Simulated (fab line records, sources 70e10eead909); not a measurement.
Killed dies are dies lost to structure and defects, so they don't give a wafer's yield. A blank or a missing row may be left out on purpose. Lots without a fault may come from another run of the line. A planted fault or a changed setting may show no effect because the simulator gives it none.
A struck lot beside a sound one | flow nand_harc | 14 steps out of a route of 1302
Sound: wafers L497.3, L497.5, L497.6. Struck: wafers L501.1, L501.4, L501.5. The cause comes at the end.
At each step with rows: each side's tool, then ch and its chambers, then its first start. Under that, the readings that differ: sound wafers | struck wafers | difference of the means | sigmas: that difference in standard deviations of wafers without a fault.
alike: readings whose means differ by less than 2 such deviations, and words and numbers that are the same on both sides. not compared: withheld readings, readings that some wafer has no value for, bounds like >300 that may hide the same value, and numbers for which the record gives no deviation and whose values overlap.
The two part at a step that has a row with sigmas, a row that says differs or no value, or rows on one side only. Numbers that don't overlap but have no deviation are shown without sigmas and don't part them. A reading that every wafer of one side lacks parts them only if that side has two wafers or more.

NHARC_A_CHANNEL_FILL_D2_ALD_15: deposits SiNx, target thk 2 nm, pulse time 60 s, ald cycles 19.
  sound on ald_sin_batch-03 ch 0; struck on ald_sin_batch-02 ch 0
  alike: precursor_pulse_height_rel, susceptor_temp_C
NHARC_A_CHANNEL_FILL_D2_ALD_16: deposits SiO2, target thk 1.5 nm, pulse time 10 s, ald cycles 15.
  sound on ald_hk-04 ch 0,3, day 16 04:28; struck on ald_hk-04 ch 2,3, day 17 14:32
  alike: heater_power_outer_w, heater_power_w, precursor_pulse_height_rel, susceptor_temp_C
then, 2 steps without rows for these wafers: NHARC_A_CHANNEL_FILL_D2_ANNEAL_17 (time 1800 s); NHARC_A_CHANNEL_FILL_D2_CVD_18 (deposits poly-Si, target thk 3 nm).
NHARC_A_CHANNEL_FILL_D2_ETCHBACK_19: etches the open film in HBr/Cl2, target depth 5 nm, time 1.7 s.
  sound on rie_si-06 ch 0,2,3, day 16 15:56; struck on rie_si-06 ch 0,2, day 18 02:23
  alike: drypump_motor_current_A, oes_product_au, rf_fwd_power_W, throttle_valve_pct
  not compared: rf_hours_counter_h
NHARC_A_CHANNEL_FILL_D2_ETCHBACK_20: etches the open film in C4F8/O2/Ar, target depth 27 nm, time 13.5 s.
  sound on rie_diel-09 ch 0,2,3, day 16 16:03; struck on rie_diel-09 ch 2,3, day 18 02:30
  alike: oes_product_au, rf_fwd_power_W, rf_vpp_V
  not compared: rf_hours_counter_h
then, 5 steps without rows for these wafers: NHARC_A_CHANNEL_FILL_D2_STRIP_28 (strips in O2, time 20 s); NHARC_A_CHANNEL_FILL_D2_PRECLEAN_21 (cleans in dHF, time 30 s); NHARC_A_CHANNEL_FILL_D2_SRD_23; NHARC_A_CHANNEL_FILL_D2_CVD_05 (deposits poly-Si, target thk 5 nm); NHARC_A_CHANNEL_FILL_D2_ANNEAL_22 (time 7200 s).
NHARC_A_CHANNEL_FILL_D2_ALD_25: deposits SiOx, target thk 60 nm, pulse time 10 s, ald cycles 600.
  sound on ald_hk-03 ch 0,2,3, day 17 05:16; struck on ald_hk-04 ch 0,2,3, day 18 14:02
  reading              | sound                | struck               | difference | sigmas
  susceptor_temp_C (C) | 300.35 299.98 299.70 | 289.37 289.38 289.12 | -10.72     | -60
  alike: heater_power_outer_w, heater_power_w, precursor_pulse_height_rel
NHARC_A_CHANNEL_FILL_D2_ETCHBACK_08: etches the open film in C4F8, target depth 220 nm, time 110 s.
  sound on rie_diel-11 ch 0,1,3; struck on rie_diel-09 ch 0,1,2
  reading            | sound             | struck            | difference | sigmas
  rf_fwd_power_W (W) | 599.4 597.8 599.2 | 595.3 594.1 592.7 | -4.8       | -2
  alike: oes_product_au, rf_vpp_V
  not compared: rf_hours_counter_h
-- the record jumps here: 10 days lie between the struck wafers' starts before and after (it left off in module A_CHANNEL_FILL_D2 and takes up again in module END, whose first step shown is number 1302 of the route) --
NHARC_END_SORT_01:
  the record has rows for the struck wafers here (prober-02 ch 0, day 28 03:37) and none for the sound ones

WHERE THEY PART
First at NHARC_A_CHANNEL_FILL_D2_ALD_25; last, within this record, at NHARC_END_SORT_01.

WHY: what the simulator had put in
Process parameter drift: ald_hk-04, from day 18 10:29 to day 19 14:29, at NHARC_A_CHANNEL_FILL_D2_ALD_25. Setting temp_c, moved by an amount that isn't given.
